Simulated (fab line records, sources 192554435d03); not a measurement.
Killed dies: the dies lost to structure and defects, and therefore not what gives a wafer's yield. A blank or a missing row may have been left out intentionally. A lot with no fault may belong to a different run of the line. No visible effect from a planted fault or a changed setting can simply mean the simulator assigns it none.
Which of the tools did it?	flow n5-finfet	9 lots, 27 wafers sampled, at 2 steps of a route of 1938

## WHAT THE GAUGES READ, wafer by wafer
N5_BEOL_M2_CD_MEAS_11: target cd 16.79 nm.
lot	measured	on	cd-nm (nm)
L470	day 6 13:58	cd-sem-03	17.05 17.01 16.56
L472	day 7 22:10	cd-sem-01	16.42 17.02 16.94
L477	day 9 20:08	cd-sem-02	16.05 16.74 16.58
L479	day 10 16:00	cd-sem-01	16.89 16.71 17.01
L481	day 11 04:52	cd-sem-01	16.78 17.03 16.69
L488	day 12 20:47	cd-sem-02	16.43 16.81 16.77
L489	day 13 02:07	cd-sem-01	16.98 16.46 16.44
L492	day 14 04:21	cd-sem-01	17.13 17.10 16.97
L490	day 14 05:07	cd-sem-01	16.84 16.95 16.49

## WHICH TOOL RAN EACH LOT (tool, then ch and the chambers of the sampled wafers, then the start)
lot	N5_BEOL_M1_CO_CAP_55
L470	cvd-co-02 ch 0,1,2, day 6 13:10
L472	cvd-co-01 ch 0,1, day 7 01:31
L477	cvd-co-02 ch 0,1, day 8 20:11
L479	cvd-co-02 ch 0,1,2, day 10 14:31
L481	cvd-co-02 ch 0,2, day 11 02:39
L488	cvd-co-02 ch 0,1,2, day 12 19:57
L489	cvd-co-02 ch 0,1,2, day 12 22:49
L492	cvd-co-02 ch 0,1,2, day 14 02:18
L490	cvd-co-02 ch 1,2, day 14 03:13
- N5_BEOL_M1_CO_CAP_55: material Co, precursor CCTBA/H2, target thk 2 nm, time 102.1 s.

## THE ANSWER, worked out from the rows above alone
Rule: what is usual is taken from the lots themselves. Put in order of their means at a reading, lots are off if they are a third of the lots or fewer, leave a main group of 4 or more, and stand apart from it by a gap of 3 or more times the standard deviation of the main group's means; of several such gaps the widest counts. Not used: any main group whose means are identical at the precision the tables above print for the reading. Also off: a lot with no number at a reading for which 4 or more lots have one. Where the step has rows for the other lots, those lots are counted as sound.
None of the lots is off at any reading shown; this tells nothing.

## WHAT THE SIMULATOR PUT IN
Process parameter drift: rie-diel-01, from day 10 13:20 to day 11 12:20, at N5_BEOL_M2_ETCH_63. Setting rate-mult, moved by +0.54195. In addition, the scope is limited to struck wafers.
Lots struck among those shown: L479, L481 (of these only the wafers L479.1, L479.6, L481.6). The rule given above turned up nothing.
